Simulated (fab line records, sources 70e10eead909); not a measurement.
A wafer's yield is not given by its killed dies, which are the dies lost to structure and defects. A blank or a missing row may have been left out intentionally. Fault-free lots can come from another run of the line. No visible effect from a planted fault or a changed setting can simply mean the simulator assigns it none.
Which of the tools did it? -- flow nand harc -- 24 lots with 72 wafers sampled at 6 steps, on a route of 1302 steps

## WHAT EACH GAUGE READ, for each wafer
The record lacks any reading of a measuring or inspecting step that a usual standard deviation could be used to judge.

## EACH LOT AND THE TOOL THAT RAN IT (in order: tool; ch and the chambers of the sampled wafers; start)
lot,NHARC_A_SLIT_STRIP_18,NHARC_A_CONTACT_DEP_24,NHARC_A_CONTACT_ETCH_50,NHARC_A_CONTACT_ETCH_116,NHARC_A_CONTACT_ETCH_117,NHARC_A_CONTACT_ETCH_122
L074,"rie diel-02 ch 0,1,2, day 21 14:41 or earlier","pecvd-03 ch 0,2, day 21 14:41","rie diel-07 ch 1,2,3, day 22 01:10 or earlier","har cap etch-03 ch 0,1, day 22 01:10","har cap etch-03 ch 0,1, day 22 01:24","har cap etch-03 ch 0,1, day 22 02:32"
L075,"rie diel-13 ch 0,3, day 21 14:19 or earlier","pecvd-03 ch 1,2, day 21 14:19","rie diel-12 ch 0,1, day 21 22:42 or earlier","har cap etch-02 ch 0,1, day 21 22:42","har cap etch-02 ch 0,1, day 21 22:52","har cap etch-02 ch 0,1, day 21 23:43"
L076,"rie diel-02 ch 1,2,3, day 22 01:07 or earlier","pecvd-02 ch 0,1,2, day 22 01:07","rie diel-07 ch 0,2,3, day 22 10:23 or earlier","har cap etch-02 ch 0,1, day 22 10:23","har cap etch-02 ch 0,1, day 22 10:33","har cap etch-02 ch 0,1, day 22 11:25"
L077,"rie diel-09 ch 0,2,3, day 22 05:10 or earlier","pecvd-02 ch 0,1,2, day 22 05:10","rie diel-07 ch 1,2,3, day 22 14:27 or earlier","har cap etch-03 ch 0,1, day 22 14:27","har cap etch-03 ch 0,1, day 22 14:37","har cap etch-03 ch 0,1, day 22 15:29"
L078,"rie diel-09 ch 0,2, day 23 07:25 or earlier","pecvd-01 ch 1,2, day 23 07:25","rie diel-12 ch 2,3, day 23 15:55 or earlier","har cap etch-02 ch 0,1, day 23 15:55","har cap etch-02 ch 0,1, day 23 16:05","har cap etch-02 ch 0,1, day 23 16:56"
L079,"rie diel-09 ch 1,3, day 23 19:26 or earlier","pecvd-02 ch 0,2, day 23 19:26","rie diel-07 ch 0,2, day 24 07:22 or earlier","har cap etch-02 ch 0,1, day 24 07:22","har cap etch-02 ch 0,1, day 24 07:32","har cap etch-02 ch 0,1, day 24 08:23"
L080,"rie diel-02 ch 0,2,3, day 23 19:18 or earlier","pecvd-01 ch 0,2, day 23 19:18","rie diel-12 ch 0,1,3, day 24 06:56 or earlier","har cap etch-01 ch 0,1, day 24 06:56","har cap etch-01 ch 0,1, day 24 07:09","har cap etch-01 ch 0,1, day 24 08:07"
L081,"rie diel-09 ch 2,3, day 24 10:22 or earlier","pecvd-03 ch 0,2, day 24 10:22","rie diel-04 ch 0,1, day 25 00:18 or earlier","har cap etch-03 ch 0,1, day 25 00:18","har cap etch-03 ch 0,1, day 25 00:29","har cap etch-03 ch 0,1, day 25 01:19"
L082,"rie diel-09 ch 0,1,3, day 24 23:31 or earlier","pecvd-01 ch 1,2, day 24 23:31","rie diel-12 ch 1,2,3, day 25 08:23 or earlier","har cap etch-02 ch 0,1, day 25 08:23","har cap etch-02 ch 0,1, day 25 08:33","har cap etch-02 ch 0,1, day 25 09:25"
L084,"rie diel-13 ch 1,2, day 25 06:48 or earlier","pecvd-03 ch 0,1,2, day 25 06:48","rie diel-04 ch 1,2,3, day 25 18:43 or earlier","har cap etch-02 ch 0,1, day 25 18:43","har cap etch-02 ch 0,1, day 25 18:53","har cap etch-02 ch 0,1, day 25 19:44"
L086,"rie diel-02 ch 1,2,3, day 25 07:01 or earlier","pecvd-02 ch 0,1, day 25 07:01","rie diel-12 ch 0,2,3, day 25 17:27 or earlier","har cap etch-03 ch 0,1, day 25 17:27","har cap etch-03 ch 0,1, day 25 17:37","har cap etch-03 ch 0,1, day 25 18:28"
L085,"rie diel-09 ch 0,1,2, day 25 10:27 or earlier","pecvd-03 ch 0,1,2, day 25 10:27","rie diel-12 ch 1,3, day 25 21:32 or earlier","har cap etch-02 ch 0, day 25 21:32","har cap etch-02 ch 0, day 25 21:42","har cap etch-02 ch 0, day 25 22:34"
L083,"rie diel-02 ch 1,2,3, day 25 15:26 or earlier","pecvd-03 ch 0,1,2, day 25 15:26","rie diel-12 ch 0,2,3, day 26 01:03 or earlier","har cap etch-03 ch 0,1, day 26 01:03","har cap etch-03 ch 0,1, day 26 01:13","har cap etch-03 ch 0,1, day 26 02:04"
L089,"rie diel-13 ch 0,2,3, day 26 17:27 or earlier","pecvd-01 ch 0,1,2, day 26 17:27","rie diel-07 ch 0,3, day 27 03:13 or earlier","har cap etch-03 ch 0,1, day 27 03:13","har cap etch-03 ch 0,1, day 27 03:23","har cap etch-03 ch 0,1, day 27 04:14"
L087,"rie diel-09 ch 0,2,3, day 26 17:22 or earlier","pecvd-02 ch 0,1,2, day 26 17:22","rie diel-04 ch 0,1,3, day 27 01:53 or earlier","har cap etch-01 ch 0,1, day 27 01:53","har cap etch-01 ch 0,1, day 27 02:03","har cap etch-01 ch 0,1, day 27 02:54"
L088,"rie diel-02 ch 0,1,2, day 27 10:13 or earlier","pecvd-03 ch 0,1,2, day 27 10:13","rie diel-07 ch 0,3, day 27 19:02 or earlier","har cap etch-03 ch 0,1, day 27 19:02","har cap etch-03 ch 0,1, day 27 19:13","har cap etch-03 ch 0,1, day 27 20:04"
L090,"rie diel-02 ch 1,3, day 28 01:31 or earlier","pecvd-03 ch 0,1,2, day 28 01:31","rie diel-12 ch 0,1,2, day 28 10:51 or earlier","har cap etch-02 ch 0,1, day 28 10:51","har cap etch-02 ch 0,1, day 28 11:01","har cap etch-02 ch 0,1, day 28 11:52"
L092,"rie diel-13 ch 1,2,3, day 28 15:21 or earlier","pecvd-02 ch 0,1,2, day 28 15:21","rie diel-12 ch 0,1,3, day 29 02:13 or earlier","har cap etch-01 ch 0,1, day 29 02:13","har cap etch-01 ch 0,1, day 29 02:23","har cap etch-01 ch 0,1, day 29 03:14"
L091,"rie diel-13 ch 0,1,2, day 28 15:21 or earlier","pecvd-03 ch 0,1,2, day 28 15:21","rie diel-12 ch 1,3, day 29 01:23 or earlier","har cap etch-02 ch 0, day 29 01:23","har cap etch-02 ch 0, day 29 01:34","har cap etch-02 ch 0, day 29 02:25"
L093,"rie diel-09 ch 2,3, day 28 23:33 or earlier","pecvd-01 ch 0,1,2, day 28 23:33","rie diel-12 ch 0,1,2, day 29 07:56 or earlier","har cap etch-02 ch 0,1, day 29 07:56","har cap etch-02 ch 0,1, day 29 08:06","har cap etch-02 ch 0,1, day 29 08:58"
L094,"rie diel-02 ch 1,2,3, day 28 23:41 or earlier","pecvd-02 ch 1,2, day 28 23:41","rie diel-04 ch 1,2, day 29 09:19 or earlier","har cap etch-01 ch 0,1, day 29 09:19","har cap etch-01 ch 0,1, day 29 09:33","har cap etch-01 ch 0,1, day 29 10:41"
L095,"rie diel-02 ch 0,2,3, day 29 11:55 or earlier","pecvd-03 ch 0,1,2, day 29 11:55","rie diel-12 ch 2,3, day 29 23:40 or earlier","har cap etch-03 ch 0,1, day 29 23:40","har cap etch-03 ch 0,1, day 29 23:50","har cap etch-03 ch 0,1, day 30 00:41"
L096,"rie diel-13 ch 0,1,2, day 30 08:08 or earlier","pecvd-01 ch 0,1, day 30 08:08","rie diel-12 ch 0,2,3, day 30 16:44 or earlier","har cap etch-03 ch 0,1, day 30 16:44","har cap etch-03 ch 0,1, day 30 16:55","har cap etch-03 ch 0,1, day 30 17:46"
L097,"rie diel-09 ch 0,1,2, day 30 22:46 or earlier","pecvd-01 ch 0,2, day 30 22:46","rie diel-12 ch 2,3, day 31 08:38","har cap etch-03 ch 1, day 31 11:37","har cap etch-03 ch 1, day 31 11:47","har cap etch-03 ch 1, day 31 12:38"
- NHARC_A_SLIT_STRIP_18: strips in O2.
- NHARC_A_CONTACT_DEP_24: deposits SiO2, target thk 500 nm.
- NHARC_A_CONTACT_ETCH_50: etches the open film in CF4/CHF3, target depth 121 nm, time 60.5 s.
- NHARC_A_CONTACT_ETCH_116: etches the open film in C4F8/O2/Ar, time 190 s, target depth 1850 nm.
- NHARC_A_CONTACT_ETCH_117: etches the open film in C4F8/O2/Ar, time 190 s, target depth 1850 nm.
- NHARC_A_CONTACT_ETCH_122: etches the open film in C4F8/O2/Ar, time 190 s, target depth 1850 nm.

## WHAT THE TOOLS THEMSELVES READ (means of the sampled wafers that have a number; where no wafer has one, the mark that the record gives instead)
NHARC_A_SLIT_STRIP_18.
lot,tool,drypump motor current A (A),oes product au (a.u.),rf vpp V (V),showerhead plenum p Torr (Torr),throttle valve pct (%)
L074,rie diel-02,5.5,0.999,58.3,3.63,17.042
L075,rie diel-13,6.2,1.014,57.4,3.68,17.030
L076,rie diel-02,5.5,1.004,58.4,3.61,17.046
L077,rie diel-09,5.9,0.997,58.4,3.57,17.031
L078,rie diel-09,5.7,0.995,56.8,3.48,17.041
L079,rie diel-09,6.1,1.010,57.9,3.57,17.034
L080,rie diel-02,5.6,1.008,57.8,3.49,17.035
L081,rie diel-09,5.6,1.011,57.3,3.43,17.037
L082,rie diel-09,6.2,1.001,58.2,3.62,17.030
L084,rie diel-13,6.0,0.998,58.1,3.53,17.033
L086,rie diel-02,5.5,1.004,58.1,3.61,17.033
L085,rie diel-09,5.9,0.996,57.3,3.52,17.031
L083,rie diel-02,5.6,1.002,58.4,3.61,17.037
L089,rie diel-13,6.0,0.997,59.0,3.65,17.030
L087,rie diel-09,5.9,1.003,56.9,3.56,17.036
L088,rie diel-02,5.5,0.996,57.8,3.63,17.035
L090,rie diel-02,5.1,1.000,57.8,3.62,17.045
L092,rie diel-13,6.1,0.997,58.0,3.58,17.039
L091,rie diel-13,6.1,1.001,57.7,3.55,17.049
L093,rie diel-09,5.6,1.000,56.8,3.42,17.038
L094,rie diel-02,5.5,1.000,59.1,3.61,17.043
L095,rie diel-02,5.6,1.004,57.9,3.49,17.034
L096,rie diel-13,6.1,0.994,58.3,3.55,17.035
L097,rie diel-09,5.9,1.003,57.5,3.52,17.047

NHARC_A_CONTACT_DEP_24.
lot,tool,heater power w (W),throttle valve pct (%)
L074,pecvd-03,543,16.2
L075,pecvd-03,541,16.4
L076,pecvd-02,520,16.2
L077,pecvd-02,503,16.2
L078,pecvd-01,608,15.5
L079,pecvd-02,465,16.6
L080,pecvd-01,664,15.4
L081,pecvd-03,548,16.4
L082,pecvd-01,561,15.4
L084,pecvd-03,477,15.8
L086,pecvd-02,476,16.4
L085,pecvd-03,590,16.1
L083,pecvd-03,561,15.9
L089,pecvd-01,596,16.0
L087,pecvd-02,557,16.2
L088,pecvd-03,544,16.2
L090,pecvd-03,554,16.1
L092,pecvd-02,559,16.3
L091,pecvd-03,592,16.1
L093,pecvd-01,648,16.0
L094,pecvd-02,579,15.9
L095,pecvd-03,500,16.1
L096,pecvd-01,558,16.4
L097,pecvd-01,622,15.5

NHARC_A_CONTACT_ETCH_50.
lot,tool,cf4 flow sccm (sccm),drypump motor current A (A),oes product au (a.u.),rf vpp V (V),showerhead plenum p Torr (Torr),throttle valve pct (%)
L074,rie diel-07,100.2,5.8,0.966,371.7,1.60,16.804
L075,rie diel-12,100.2,5.9,0.971,371.2,1.60,16.801
L076,rie diel-07,100.3,6.2,0.963,370.2,1.56,16.798
L077,rie diel-07,99.9,5.8,0.955,371.0,1.60,16.813
L078,rie diel-12,100.1,5.9,0.982,370.4,1.58,16.799
L079,rie diel-07,100.5,6.3,0.927,369.4,1.54,16.810
L080,rie diel-12,100.0,6.1,0.965,372.6,1.61,16.797
L081,rie diel-04,99.9,5.2,0.970,371.3,1.63,16.801
L082,rie diel-12,99.8,5.9,0.939,372.6,1.61,16.811
L084,rie diel-04,99.9,5.4,0.972,368.1,1.50,16.814
L086,rie diel-12,100.0,6.0,0.972,371.0,1.58,16.792
L085,rie diel-12,99.8,6.0,0.962,372.4,1.63,16.800
L083,rie diel-12,99.9,6.0,0.940,370.4,1.58,16.808
L089,rie diel-07,99.7,6.0,0.932,367.7,1.48,16.806
L087,rie diel-04,100.0,5.2,0.927,371.4,1.57,16.810
L088,rie diel-07,100.1,6.0,0.931,367.1,1.47,16.800
L090,rie diel-12,100.4,5.8,0.938,371.1,1.59,16.789
L092,rie diel-12,100.1,6.1,0.946,371.3,1.61,16.807
L091,rie diel-12,100.0,6.3,0.965,372.2,1.62,16.802
L093,rie diel-12,99.9,5.8,0.967,371.3,1.59,16.795
L094,rie diel-04,99.8,5.2,0.929,367.8,1.49,16.803
L095,rie diel-12,99.7,5.9,0.964,370.3,1.58,16.807
L096,rie diel-12,99.9,6.0,0.971,370.9,1.58,16.800
L097,rie diel-12,100.0,5.9,0.976,370.4,1.58,16.795

## THE ANSWER, worked out from the rows above alone
Rule: the lots themselves supply what counts as usual. Put in order of their means at a reading, lots are off if they are a third of the lots or fewer, leave a main group of 4 or more, and stand apart from it by a gap of 3 or more times the standard deviation of the main group's means; of several such gaps the widest counts. The tables above print the reading to a certain number of digits; a main group whose means all agree to those digits is not used. A lot without any number at a reading at which 4 lots or more have one is off too. The other lots that the step has rows for count as sound. First the gauges in route order, then the tools' own readings, where a lot's mean is used as printed above. The first step at which some lot is off is used, and at that step the reading that is off furthest; a lot without a number counts as furthest.
Nothing can be told from this: no lot is off at any reading shown.

## WHAT THE SIMULATOR PUT IN
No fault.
